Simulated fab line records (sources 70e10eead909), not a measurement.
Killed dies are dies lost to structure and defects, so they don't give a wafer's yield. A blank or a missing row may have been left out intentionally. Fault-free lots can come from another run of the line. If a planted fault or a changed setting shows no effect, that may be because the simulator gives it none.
One fault through the eyes of 3 desks | flow nand_harc | what lay behind the numbers comes last; until then each desk has only its own

## TOOL OWNER'S DESK, wet_bench-03
The tool's own readings at NHARC_P_GATE_PRECLEAN_73 (cleans in SC1): means of the sampled wafers that have a number, for each lot that ran on this tool. If a lot's mean is further than 4 standard deviations from the usual mean, the lot is out of limits and carries the mark OUT (the distance appears in the brackets).
Columns: A = nh4oh_flow_mL_min at NHARC_P_GATE_PRECLEAN_73, usual 28.31
lot  | first seen here | A
L906 | day 4 23:04     | 28.29
L909 | day 5 16:51     | 28.33
L911 | day 5 20:04     | 28.25
L927 | day 10 05:02    | 28.30
This desk's verdict: no lot among the 4 shows anything out of limits.

## THE DEFECT DESK
Per lot, the means of the sampled wafers with a number show what the inspections along the route counted. If a lot's mean is further than 4 standard deviations from the usual mean, the lot is out of limits and carries the mark OUT (the distance appears in the brackets).
Columns: A = raw_defect_count at NHARC_P_GATE_INSPECT_28, usual 5.2; B = raw_defect_count at NHARC_P_GATE_INSPECT_68, usual 188
lot  | first seen here | A   | B
L906 | day 4 22:05     | 4.0 | 303
L909 | day 5 15:37     | 4.0 | 195
L911 | day 5 19:03     | 7.0 | 565 (+5.8) OUT
L915 | day 6 23:43     | 4.7 | 109
L927 | day 10 04:04    | 3.7 | 154
This desk finds L911 out of limits, L911 being first, at day 6 13:58 (raw_defect_count at NHARC_P_GATE_INSPECT_68). L906, L909, L915, L927: within limits.

## METROLOGY DESK
Means of the sampled wafers that have a number, per lot and without regard to the tool the lot ran on: this is what the gauges read. If a lot's mean is further than 4 standard deviations from the usual mean, the lot is out of limits and carries the mark OUT (the distance appears in the brackets).
Columns: A = cd_nm at NHARC_P_GATE_CD_MEAS_26, usual 119.7 nm; B = overlay_x_nm at NHARC_P_GATE_OVL_MEAS_27, usual -0.2 nm; C = overlay_y_nm at NHARC_P_GATE_OVL_MEAS_27, usual -0.3 nm; D = cd_nm at NHARC_P_GATE_CD_MEAS_33, usual 122 nm; E = cd_nm at NHARC_P_GATE_CD_MEAS_46, usual 719.5 nm
lot  | first seen here | A     | B   | C    | D   | E
L906 | day 4 21:58     | 120.2 | 0.0 | 2.4  | 122 | 716.3
L909 | day 5 15:29     | 119.5 | 0.9 | -1.3 | 120 | 722.7
L911 | day 5 18:56     | 119.6 | 0.2 | 0.2  | 120 | 719.3
L915 | day 6 23:35     | 119.1 | 0.2 | 0.1  | 122 | 718.4
L927 | day 10 03:55    | 120.5 | 0.2 | 0.4  | 126 | 716.8
This desk's verdict: no lot among the 5 shows anything out of limits.

## PUT TOGETHER
The defect desk could have raised an alarm at day 6 13:58, on L911.
Nothing out of limits was seen by the tool owner's desk.
The metrology desk saw nothing out of limits.
Tool owner's desk: L911 on record, inside its limits.
The metrology desk holds a record of L911, inside its limits.
Of the lots named, all ran NHARC_P_GATE_PRECLEAN_73 on wet_bench-03.

## WHAT WAS PUT IN BY THE SIMULATOR
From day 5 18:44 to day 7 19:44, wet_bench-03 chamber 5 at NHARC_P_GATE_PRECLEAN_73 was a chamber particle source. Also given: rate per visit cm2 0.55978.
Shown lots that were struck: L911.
Hours from the fault's start to each desk's first reading out of limits: the defect desk, 19.
